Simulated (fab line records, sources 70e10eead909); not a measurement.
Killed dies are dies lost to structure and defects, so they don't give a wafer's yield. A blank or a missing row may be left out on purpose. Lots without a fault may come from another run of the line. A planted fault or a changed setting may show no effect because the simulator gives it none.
One fault seen from 2 desks | flow nand_harc | each desk has only its own numbers; what lay behind them comes last

THE DEFECT DESK
What the inspections along the route counted, lot by lot: means of the sampled wafers that have a number. A lot is out of limits, marked OUT, if its mean lies more than 4 standard deviations from the usual mean; the brackets give that distance.
Columns: A = raw_defect_count at NHARC_A_BONDPAD_INSPECT_23, usual 531; B = raw_defect_count at NHARC_THIN_TSV_INSPECT_40, usual 526
lot  | first seen here | A   | B
L271 | day 23 12:06    | 472 | 566
L273 | day 23 19:37    | 548 | 535
L272 | day 23 23:00    | 603 | 606
L274 | day 24 05:47    | 518 | 553
L276 | day 24 17:14    | 664 | 574
L275 | day 25 06:27    | 593 | 537
L277 | day 25 12:34    | 506 | 419
L278 | day 25 13:26    | 642 | 419
L280 | day 27 12:48    | 420 | 517
L283 | day 28 15:37    | 530 | 542
L288 | day 30 16:12    | 479 | 867 (+4.4) OUT
L290 | day 32 15:34    | 547 | 489
This desk's finding: out of limits on L288; first on L288, day 31 16:41 (raw_defect_count at NHARC_THIN_TSV_INSPECT_40). In limits: L271, L273, L272, L274, L276, L275, L277, L278, L280, L283, L290.

THE METROLOGY DESK
What the gauges read, lot by lot, whatever tool the lot ran on: means of the sampled wafers that have a number. A lot is out of limits, marked OUT, if its mean lies more than 4 standard deviations from the usual mean; the brackets give that distance.
Columns: A = overlay_x_nm at NHARC_A_BONDPAD_OVL_MEAS_35, usual -1 nm; B = overlay_y_nm at NHARC_A_BONDPAD_OVL_MEAS_35, usual 0 nm
lot  | first seen here | A  | B
L271 | day 23 09:13    | -4 | 1
L273 | day 23 16:56    | 3  | -4
L272 | day 23 20:16    | -3 | 9
L274 | day 24 03:03    | -6 | -3
L276 | day 24 14:29    | 0  | 0
L275 | day 25 03:44    | -5 | -10
L277 | day 25 09:44    | 2  | 5
L278 | day 25 10:41    | -4 | 1
L280 | day 27 09:59    | 9  | 11
L283 | day 28 12:27    | -3 | -1
L288 | day 30 13:29    | 11 | -11
L290 | day 32 12:54    | -6 | -2
This desk's finding: nothing out of limits on any of the 12 lots.

PUT TOGETHER
The defect desk could have raised an alarm at day 31 16:41, on L288.
The metrology desk saw nothing out of limits.
The metrology desk has L288 on record, within its limits.
Of the lots named, all ran NHARC_THIN_TSV_STRIP_57 on wet_bench-10.

WHAT THE SIMULATOR HAD PUT IN
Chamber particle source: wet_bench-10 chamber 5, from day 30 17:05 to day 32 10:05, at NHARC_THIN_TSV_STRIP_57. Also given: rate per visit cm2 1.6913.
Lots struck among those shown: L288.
Hours from the fault's start to each desk's first reading out of limits: the defect desk, 24.
